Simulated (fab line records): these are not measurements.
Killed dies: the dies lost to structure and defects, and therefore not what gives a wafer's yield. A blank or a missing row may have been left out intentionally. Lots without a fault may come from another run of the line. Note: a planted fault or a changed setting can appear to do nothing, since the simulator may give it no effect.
The tool behind it: which one? | flow n5_finfet | 36 wafers from 12 lots sampled at 6 of the route's 1938 steps

## WHAT THE GAUGES READ, wafer by wafer
N5_BEOL_M2_THK_MEAS_01.
lot  | measured     | on            | M2_ILD_THK (nm)
L075 | day 7 21:15  | film_metro-01 | 79.2 78.2 80.7
L076 | day 7 21:59  | film_metro-02 | 77.9 78.1 78.8
L080 | day 8 04:08  | film_metro-02 | 78.6 79.2 80.3
L081 | day 8 06:17  | film_metro-02 | 78.5 78.2 80.2
L083 | day 8 18:54  | film_metro-02 | 77.8 78.2 77.7
L085 | day 9 19:50  | film_metro-02 | 79.2 78.0 80.6
L088 | day 10 11:02 | film_metro-01 | 80.1 80.2 79.9
L089 | day 10 18:01 | film_metro-02 | 78.0 78.6 79.1
L090 | day 10 19:33 | film_metro-02 | 76.9 79.1 78.3
L093 | day 11 10:02 | film_metro-02 | 79.9 81.0 79.9
L096 | day 11 19:59 | film_metro-02 | 77.3 79.9 79.6
L097 | day 12 12:18 | film_metro-01 | 80.1 79.8 80.2

## WHICH TOOL RAN EACH LOT (tool, then ch and the chambers of the sampled wafers, then the start)
lot  | N5_BEOL_M1_DESCUM_16               | N5_BEOL_M1_STRIP_19                | N5_BEOL_M1_SPUTTER_48        | N5_BEOL_M1_ANNEAL_49         | N5_BEOL_M1_CO_CAP_55
L075 | rie_diel-05 ch 0,2,3, day 7 07:39  | rie_diel-05 ch 0,2,3, day 7 08:01  | pvd_sputter-02, day 7 18:17  | pvd_sputter-02, day 7 18:22  | cvd_co-01 ch 0,1, day 7 20:54
L076 | rie_diel-02 ch 0,1,2, day 7 10:15  | rie_diel-05 ch 1,2,3, day 7 10:37  | pvd_sputter-01, day 7 18:52  | pvd_sputter-01, day 7 18:57  | cvd_co-02 ch 0,1, day 7 21:38
L080 | rie_diel-05 ch 1,2, day 7 15:46    | rie_diel-04 ch 1,2, day 7 16:08    | pvd_sputter-01, day 8 01:09  | pvd_sputter-01, day 8 01:14  | cvd_co-01 ch 0,1, day 8 03:49
L081 | rie_diel-04 ch 2,3, day 7 21:32    | rie_diel-04 ch 0,2,3, day 7 21:59  | pvd_sputter-02, day 8 02:48  | pvd_sputter-02, day 8 02:53  | cvd_co-02 ch 0,1, day 8 05:58
L083 | rie_diel-02 ch 0,2,3, day 8 10:58  | rie_diel-02 ch 1,2,3, day 8 11:24  | pvd_sputter-02, day 8 15:58  | pvd_sputter-02, day 8 16:02  | cvd_co-02 ch 0,1,2, day 8 18:35
L085 | rie_diel-02 ch 0,3, day 9 05:37    | rie_diel-04 ch 0,2, day 9 05:59    | pvd_sputter-02, day 9 16:55  | pvd_sputter-02, day 9 16:59  | cvd_co-01 ch 0,1,2, day 9 19:32
L088 | rie_diel-02 ch 0,1,3, day 9 23:03  | rie_diel-05 ch 0,3, day 9 23:25    | pvd_sputter-01, day 10 08:06 | pvd_sputter-01, day 10 08:11 | cvd_co-02 ch 1,2, day 10 10:44
L089 | rie_diel-02 ch 0,1,3, day 10 02:59 | rie_diel-04 ch 2,3, day 10 03:25   | pvd_sputter-01, day 10 15:03 | pvd_sputter-01, day 10 15:08 | cvd_co-02 ch 0,2, day 10 17:40
L090 | rie_diel-05 ch 0,2, day 10 07:40   | rie_diel-05 ch 1,2, day 10 08:07   | pvd_sputter-03, day 10 16:35 | pvd_sputter-03, day 10 16:40 | cvd_co-01 ch 0,1,2, day 10 19:13
L093 | rie_diel-05 ch 0,2, day 11 01:50   | rie_diel-02 ch 0,2,3, day 11 02:16 | pvd_sputter-01, day 11 07:04 | pvd_sputter-01, day 11 07:09 | cvd_co-01 ch 0,1, day 11 09:43
L096 | rie_diel-05 ch 0,2,3, day 11 13:34 | rie_diel-04 ch 0,2,3, day 11 13:57 | pvd_sputter-02, day 11 17:03 | pvd_sputter-02, day 11 17:08 | cvd_co-01 ch 0,1,2, day 11 19:43
L097 | rie_diel-05 ch 0,2,3, day 11 23:32 | rie_diel-04 ch 0,2,3, day 11 23:58 | pvd_sputter-02, day 12 09:17 | pvd_sputter-02, day 12 09:22 | cvd_co-02 ch 0,2, day 12 11:57
- N5_BEOL_M1_DESCUM_16: chemistry O2, time 7 s.
- N5_BEOL_M1_STRIP_19: strips in O2.
- N5_BEOL_M1_SPUTTER_48: material Cu, target thk 4.5 nm, time 8.29 s.
- N5_BEOL_M1_ANNEAL_49: time 240 s.
- N5_BEOL_M1_CO_CAP_55: material Co, precursor CCTBA/H2, target thk 2 nm, time 102.1 s.

## THE ANSWER, worked out from the rows above alone
Rule: the usual values come from the lots themselves. The widest of any qualifying gaps counts: lots, ordered by their means at a reading, are off when they make up no more than a third of the lots, leave a main group of 4 or more, and stand apart from it by 3 or more times the standard deviation of that group's means. A main group is skipped when, at the precision printed for the reading in the tables above, its means are all equal. Also off: a lot with no number at a reading for which 4 or more lots have one. Where the step has rows for the other lots, those lots are counted as sound.
Across all readings shown, no lot is off: no conclusion can be drawn from this.

## WHAT WAS PUT IN BY THE SIMULATOR
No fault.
